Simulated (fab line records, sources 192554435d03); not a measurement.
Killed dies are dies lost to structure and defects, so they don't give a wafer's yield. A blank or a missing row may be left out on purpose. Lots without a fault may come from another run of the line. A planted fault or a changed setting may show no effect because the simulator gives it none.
Chamber matching | flow n5_finfet | N5_BEOL_M10_ILD_DEP_00 on pecvd-02: 3 sister chambers
The step deposits SiCOH lowk from DEMS/porogen, target thk 308.51 nm, time 58 s. 6 wafers are shown with their chamber, then 9 later ones without.

WAFERS WITH THEIR CHAMBER
wafer  | chamber | heater_power_w (W) | throttle_valve_pct (%)
L087.5 | 1       | 223                | 13.7
L090.2 | 1       | 242                | 14.6
L088.5 | 2       | 353                | 13.2
L093.1 | 0       | 329                | 13.3
L093.4 | 0       | 344                | 13.1
L093.5 | 2       | 349                | 13.7

WAFERS WITHOUT THEIR CHAMBER
wafer  | heater_power_w (W) | throttle_valve_pct (%)
L095.2 | 286                | 13.3
L095.3 | 220                | 14.4
L095.5 | 286                | 13.2
L096.1 | 387                | 13.0
L096.3 | 313                | 13.6
L096.5 | 331                | 13.6
L097.1 | 234                | 13.8
L097.2 | 299                | 13.4
L097.3 | 306                | 13.3

WHICH CHAMBER EACH WENT THROUGH
wafer  | from the rows above          | in truth
L095.2 | can't be placed: 0 or 1 or 2 | 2
L095.3 | 1                            | 1
L095.5 | can't be placed: 0 or 1 or 2 | 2
L096.1 | can't be placed: 2 or 0      | 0
L096.3 | can't be placed: 0 or 2      | 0
L096.5 | can't be placed: 0 or 2      | 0
L097.1 | 1                            | 1
L097.2 | can't be placed: 0 or 2      | 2
L097.3 | can't be placed: 0 or 2      | 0
Placed correctly: 2 of 9. Can't be placed from these rows: 7 (the true chamber is among the candidates in 7). Placed wrongly: 0.
How it was worked out, from the rows above alone: a wafer's distance from a chamber is the root of the sum, over the readings, of the square of ((its reading less the chamber's mean) divided by the reading's scatter). The wafer belongs to the nearest chamber; if the next one is less than 2 further off, it can't be placed. A chamber's mean is the mean of its shown wafers. The scatter: the root of (the sum of the squares of (reading less its chamber's mean) over the shown wafers, divided by (wafers less chambers)).
